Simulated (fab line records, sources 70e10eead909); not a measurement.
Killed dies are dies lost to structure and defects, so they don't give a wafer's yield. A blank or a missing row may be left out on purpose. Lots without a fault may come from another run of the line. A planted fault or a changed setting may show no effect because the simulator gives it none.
Which tool did it? | flow nand_harc | 12 lots, 36 wafers sampled, at 6 steps of a route of 1302

WHAT THE GAUGES READ, wafer by wafer
NHARC_A_CONTACT_INSPECT_23.
lot  | measured     | on                | raw_defect_count
L620 | day 23 03:43 | defect_inspect-02 | 924 732 952
L621 | day 23 05:38 | defect_inspect-01 | 490 357 433
L619 | day 23 07:58 | defect_inspect-02 | 709 664 556
L623 | day 23 11:35 | defect_inspect-02 | 449 497 506
L629 | day 25 22:03 | defect_inspect-01 | 408 342 279
L626 | day 26 11:17 | defect_inspect-02 | 444 648 671
L630 | day 27 01:55 | defect_inspect-02 | 424 471 569
L633 | day 28 00:08 | defect_inspect-01 | 395 482 338
L632 | day 28 11:04 | defect_inspect-02 | 451 523 429
L636 | day 28 23:43 | defect_inspect-01 | 358 481 387
L642 | day 31 12:15 | defect_inspect-02 | 536 621 426
L640 | day 32 08:27 | defect_inspect-01 | 469 397 425

NHARC_A_BLC_CD_MEAS_10: target cd 100 nm.
lot  | measured     | on        | cd_nm (nm)
L620 | day 23 04:14 | cd_sem-02 | 98.7 99.5 98.9
L621 | day 23 06:09 | cd_sem-02 | 100.4 100.2 99.9
L619 | day 23 08:21 | cd_sem-01 | 100.0 99.4 100.6
L623 | day 23 12:05 | cd_sem-02 | 99.8 99.1 99.4
L629 | day 25 22:33 | cd_sem-02 | 99.7 99.9 99.7
L626 | day 26 11:47 | cd_sem-01 | 99.3 100.1 100.2
L630 | day 27 02:18 | cd_sem-02 | 100.0 100.1 99.4
L633 | day 28 00:39 | cd_sem-01 | 102.1 102.9 103.1
L632 | day 28 11:27 | cd_sem-01 | 99.9 99.7 99.2
L636 | day 29 00:13 | cd_sem-01 | 101.9 102.1 102.1
L642 | day 31 12:38 | cd_sem-03 | 99.4 100.6 99.5
L640 | day 32 08:58 | cd_sem-01 | 100.1 101.0 100.2

NHARC_END_SORT_01.
lot  | measured     | on        | killed_at_array | killed_at_other | killed_at_periphery | killed_dies | killed_open | killed_short
L620 | day 25 02:41 | prober-01 | 43 42 42        | 0 1 2           | 3 1 4               | 46 44 48    | 3 2 0       | 1 2 4
L621 | day 25 09:38 | prober-02 | 48 37 47        | 1 0 1           | 5 3 4               | 54 40 52    | 8 4 5       | 0 2 2
L619 | day 25 11:20 | prober-01 | 51 35 39        | 2 1 0           | 4 4 5               | 57 40 44    | 3 4 3       | 2 6 2
L623 | day 25 17:22 | prober-02 | 32 34 34        | 0 1 0           | 9 9 8               | 41 44 42    | 4 3 2       | 2 1 4
L629 | day 28 00:59 | prober-02 | 22 24 20        | 2 1 0           | 7 9 12              | 31 34 32    | 3 3 4       | 4 5 2
L626 | day 28 08:43 | prober-01 | 44 46 40        | 1 0 0           | 2 2 3               | 47 48 43    | 6 4 8       | 0 5 0
L630 | day 29 02:23 | prober-01 | 33 38 32        | 2 2 2           | 6 3 2               | 41 43 36    | 1 3 3       | 2 0 0
L633 | day 29 20:44 | prober-01 | 32 46 32        | 0 0 0           | 5 9 7               | 37 55 39    | 1 3 1       | 2 2 3
L632 | day 30 04:30 | prober-01 | 47 48 41        | 0 1 0           | 4 1 5               | 51 50 46    | 4 1 0       | 4 4 5
L636 | day 31 00:32 | prober-01 | 34 37 31        | 2 1 2           | 8 7 6               | 44 45 39    | 3 3 1       | 2 1 2
L642 | day 34 00:18 | prober-02 | 41 41 33        | 0 0 1           | 2 4 5               | 43 45 39    | 2 2 8       | 0 2 1
L640 | day 34 12:41 | prober-01 | 37 38 40        | 1 2 1           | 7 9 10              | 45 49 51    | 2 2 2       | 1 3 2

WHICH TOOL RAN EACH LOT (tool, then ch and the chambers of the sampled wafers, then the start)
lot  | NHARC_A_CONTACT_ETCH_92            | NHARC_A_CONTACT_ALD_18              | NHARC_A_BLC_EXPOSE_07
L620 | rie_diel-08 ch 1,2, day 23 00:59   | ald_metal-03 ch 0,3, day 23 02:14   | arfi_scanner-01 ch 0, day 23 04:05
L621 | rie_diel-04 ch 1,2,3, day 23 02:59 | ald_metal-04 ch 1,3, day 23 04:08   | arfi_scanner-02 ch 0, day 23 06:01
L619 | rie_diel-08 ch 0,1,2, day 23 04:55 | ald_metal-03 ch 0,1,3, day 23 06:28 | arfi_scanner-02 ch 0, day 23 08:13
L623 | rie_diel-08 ch 0,1,3, day 23 08:28 | ald_metal-03 ch 0,1,3, day 23 10:05 | arfi_scanner-03 ch 0, day 23 11:57
L629 | rie_diel-01 ch 0,3, day 25 19:21   | ald_metal-04 ch 0,2, day 25 20:31   | arfi_scanner-02 ch 0, day 25 22:25
L626 | rie_diel-01 ch 1,2,3, day 26 08:29 | ald_metal-03 ch 1,2,3, day 26 09:39 | arfi_scanner-03 ch 0, day 26 11:39
L630 | rie_diel-04 ch 0,2, day 26 23:14   | ald_metal-01 ch 0,3, day 27 00:24   | arfi_scanner-02 ch 0, day 27 02:10
L633 | rie_diel-04 ch 0,1,2, day 27 21:02 | ald_metal-01 ch 0,1,3, day 27 22:42 | arfi_scanner-02 ch 0, day 28 00:31
L632 | rie_diel-04 ch 2,3, day 28 08:23   | ald_metal-01 ch 2,3, day 28 09:34   | arfi_scanner-03 ch 0, day 28 11:19
L636 | rie_diel-08 ch 0,2,3, day 28 21:04 | ald_metal-04 ch 0,2,3, day 28 22:13 | arfi_scanner-02 ch 0, day 29 00:04
L642 | rie_diel-04 ch 2,3, day 31 09:36   | ald_metal-01 ch 1,2,3, day 31 10:48 | arfi_scanner-01 ch 0, day 31 12:29
L640 | rie_diel-04 ch 1,3, day 32 05:40   | ald_metal-01 ch 2,3, day 32 06:58   | arfi_scanner-03 ch 0, day 32 08:50
- NHARC_A_CONTACT_ETCH_92: etches the open film in CH3F/O2, target depth 40 nm, time 85.7 s.
- NHARC_A_CONTACT_ALD_18: deposits TiN, target thk 3 nm, pulse time 1 s, ald cycles 150.
- NHARC_A_BLC_EXPOSE_07: exposes mask A BLC, target cd 100 nm.

WHAT THE TOOLS THEMSELVES READ (means of the sampled wafers that have a number; where no wafer has one, the mark that the record gives instead)
NHARC_A_CONTACT_ETCH_92.
lot  | tool        | drypump_motor_current_A (A) | mfc_ar_sccm (sccm) | oes_product_au (a.u.) | rf_vpp_V (V) | showerhead_plenum_p_Torr (Torr) | throttle_valve_pct (%)
L620 | rie_diel-08 | 5.59                        | 200.9              | 0.927                 | 245.4        | 2.44                            | 20.667
L621 | rie_diel-04 | 6.04                        | 199.3              | 0.932                 | 245.5        | 2.55                            | 20.673
L619 | rie_diel-08 | 5.51                        | 200.0              | 0.921                 | 244.7        | 2.47                            | 20.661
L623 | rie_diel-08 | 5.59                        | 199.9              | 0.928                 | 245.0        | 2.47                            | 20.659
L629 | rie_diel-01 | 5.53                        | 199.7              | 0.918                 | 245.6        | 2.54                            | 20.670
L626 | rie_diel-01 | 5.93                        | 199.9              | 1.001                 | 244.1        | 2.49                            | 20.669
L630 | rie_diel-04 | 6.28                        | 200.3              | 0.931                 | 245.5        | 2.50                            | 20.667
L633 | rie_diel-04 | 6.18                        | 200.1              | 0.927                 | 245.3        | 2.50                            | 20.667
L632 | rie_diel-04 | 6.00                        | 199.2              | 0.917                 | 245.6        | 2.57                            | 20.662
L636 | rie_diel-08 | 5.59                        | 200.0              | 0.937                 | 243.4        | 2.41                            | 20.661
L642 | rie_diel-04 | 5.98                        | 200.1              | 0.942                 | 246.2        | 2.57                            | 20.666
L640 | rie_diel-04 | 6.03                        | 200.5              | 0.928                 | 245.2        | 2.53                            | 20.660

NHARC_A_CONTACT_ALD_18.
lot  | tool         | heater_power_w (W) | precursor_pulse_height_rel
L620 | ald_metal-03 | 1157               | 1.008
L621 | ald_metal-04 | 1151               | 1.000
L619 | ald_metal-03 | 1065               | 0.991
L623 | ald_metal-03 | 1073               | 1.008
L629 | ald_metal-04 | 1162               | 1.003
L626 | ald_metal-03 | 1052               | 1.017
L630 | ald_metal-01 | 1082               | 1.009
L633 | ald_metal-01 | 1066               | 0.988
L632 | ald_metal-01 | 1192               | 0.979
L636 | ald_metal-04 | 1144               | 0.992
L642 | ald_metal-01 | 1144               | 0.995
L640 | ald_metal-01 | 1219               | 0.989

NHARC_A_BLC_EXPOSE_07.
lot  | tool            | exposure_dose_mJ_cm2
L620 | arfi_scanner-01 | 69.1
L621 | arfi_scanner-02 | 67.8
L619 | arfi_scanner-02 | 67.9
L623 | arfi_scanner-03 | 68.0
L629 | arfi_scanner-02 | 67.9
L626 | arfi_scanner-03 | 68.0
L630 | arfi_scanner-02 | 67.8
L633 | arfi_scanner-02 | 71.8
L632 | arfi_scanner-03 | 68.0
L636 | arfi_scanner-02 | 71.1
L642 | arfi_scanner-01 | 69.1
L640 | arfi_scanner-03 | 67.9

THE ANSWER, worked out from the rows above alone
Rule: what is usual is taken from the lots themselves. Put in order of their means at a reading, lots are off if they are a third of the lots or fewer, leave a main group of 4 or more, and stand apart from it by a gap of 3 or more times the standard deviation of the main group's means; of several such gaps the widest counts. A main group whose means are all the same, to the digits that the tables above print for the reading, isn't used. A lot without any number at a reading at which 4 lots or more have one is off too. The other lots that the step has rows for count as sound. The gauges are gone through in route order, then the tools' own readings, and for those a lot's mean is taken as printed above. The first step at which some lot is off is used, and at that step the reading that is off furthest; a lot without a number counts as furthest.
Off: L633, L636, at NHARC_A_BLC_CD_MEAS_10 (cd_nm). The main group: mean 99.8 nm, standard deviation 0.37.
A tool fits if, at a process step before that reading, it ran every lot that is off, and no sound lot after the first of them. The gauges at NHARC_A_BLC_CD_MEAS_10 aren't tried: what is off there is off at NHARC_A_BLC_EXPOSE_07 too, on other tools, and a gauge's error can't cause that. One fits: arfi_scanner-02 at NHARC_A_BLC_EXPOSE_07. Its last sound lot is L630 (day 27 02:10), its first lot that is off L633 (day 28 00:31): a fault that began between those two fits.
The tool's own readings at NHARC_A_BLC_EXPOSE_07 bear it out: on the lots that are off they differ by more than 5 times the standard deviation of the sound lots' means. exposure_dose_mJ_cm2 reads 71.4 there against 68.2 on the sound lots.

WHAT THE SIMULATOR HAD PUT IN
Process parameter drift: arfi_scanner-02, from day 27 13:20 on, at NHARC_A_BLC_EXPOSE_07. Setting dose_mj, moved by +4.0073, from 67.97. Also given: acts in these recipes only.
Lots struck among those shown: L633, L636. The rule above found the same.
